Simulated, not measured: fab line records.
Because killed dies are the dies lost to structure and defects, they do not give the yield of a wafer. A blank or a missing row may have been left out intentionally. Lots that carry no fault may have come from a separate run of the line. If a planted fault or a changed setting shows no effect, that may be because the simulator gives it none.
Split-lot experiment + flow n5-finfet + 7 lots, 21 wafers read, on a route of 1938 steps

ABOUT THE SPLIT
At N5_BEOL_M0_ETCH_128 (etches SiCN in CF4/N2, target depth 12 nm, overetch 5.1 nm, time 21.4 s), the setting source-w was moved away from the recipe's 430 W on 7 of the 21 wafers read, by -13.1% to +5.3%. This setting was run at the recipe's value on the other wafers.

The reading comes from the split's own step.

THE READING
rf-vpp-V, in V, at N5_BEOL_M0_ETCH_128 (etches SiCN in CF4/N2, target depth 12 nm, overetch 5.1 nm, time 21.4 s). Fault-free wafers of this fab line usually give 382.3 V, standard deviation 1.8 V.

| wafer  | tool, chamber at the split | source-w as run, W | against the recipe | rf-vpp-V, V | against lot-mates on the recipe |
|--------|----------------------------|--------------------|--------------------|-------------|---------------------------------|
| L074.2 | rie-diel-05, 2             | 430                | recipe             | 381.8       | -                               |
| L074.3 | rie-diel-05, 3             | 430                | recipe             | 381.4       | -                               |
| L074.4 | rie-diel-05, 1             | 430                | recipe             | 381.1       | -                               |
| L077.3 | rie-diel-05, 0             | 373.6              | -13.1%             | 403.3       | +20.6                           |
| L077.4 | rie-diel-05, 2             | 430                | recipe             | 382.4       | -                               |
| L077.6 | rie-diel-05, 1             | 430                | recipe             | 383.1       | -                               |
| L080.1 | rie-diel-02, 1             | 430                | recipe             | 380.2       | -                               |
| L080.3 | rie-diel-02, 3             | 430                | recipe             | 384.1       | -                               |
| L080.5 | rie-diel-02, 1             | 430                | recipe             | 379.2       | -                               |
| L082.1 | rie-diel-05, 3             | 452.7              | +5.3%              | 372.8       | -11.5                           |
| L082.2 | rie-diel-05, 1             | 452.7              | +5.3%              | 377.2       | -7.1                            |
| L082.3 | rie-diel-05, 0             | 430                | recipe             | 384.3       | -                               |
| L087.2 | rie-diel-05, 1             | 400.9              | -6.8%              | 392.9       | +9.4                            |
| L087.5 | rie-diel-05, 1             | 400.9              | -6.8%              | 392.7       | +9.2                            |
| L087.6 | rie-diel-05, 0             | 430                | recipe             | 383.5       | -                               |
| L095.2 | rie-diel-05, 3             | 374.7              | -12.9%             | 399.5       | +18.8                           |
| L095.4 | rie-diel-05, 2             | 430                | recipe             | 380.7       | -                               |
| L095.5 | rie-diel-05, 3             | 374.7              | -12.9%             | 398.7       | +18.0                           |
| L096.2 | rie-diel-04, 0             | 430                | recipe             | 378.8       | -                               |
| L096.4 | rie-diel-04, 3             | 430                | recipe             | 383.3       | -                               |
| L096.6 | rie-diel-04, 3             | 430                | recipe             | 381.7       | -                               |

FIT RESULTS
A straight line over all 21 wafers: rf-vpp-V changes by -1.44 V for each +1% of source-w; r = -0.97; the points scatter about the line by 1.8 V.
The same after taking each lot's own level away (the mean of its wafers on the recipe; 21 wafers): -1.5 V for each +1%; r = -0.98; scatter 1.5 V.
The reading moves by 20 V for the largest change in source-w, on that fit.
From 380.70 to 384.30 V: that is the span of the lots' own levels, equal to 2.0 times the standard deviation above.
The two slopes are in agreement: the lot-to-lot level therefore moves the slope only a little.
Check: for one of the wafers moved furthest among these (-13.1%), held out of the fit, the line's prediction against its lot-mates is +19.1 V. It came out at +20.6 V against them.
Tool readings at the split's step, against how far the setting was moved: rf-vpp-V r = -0.97.

OTHER SPLITS ON THESE WAFERS
Before the reading, these wafers also passed through other splits. Each is held against what the fit with the lots' levels taken away leaves over:
| other split on the same wafers | wafers away from the commonest value | r with rf-vpp-V (lot level and that fit taken away) |
|--------------------------------|--------------------------------------|-----------------------------------------------------|
| N5_BEOL_M0_ETCH_138 source-w   | 6                                    | +0.09                                               |

FILE'S OWN FIT
rf-vpp-V changes by -1.5 V for each +1% of source-w, r = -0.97.
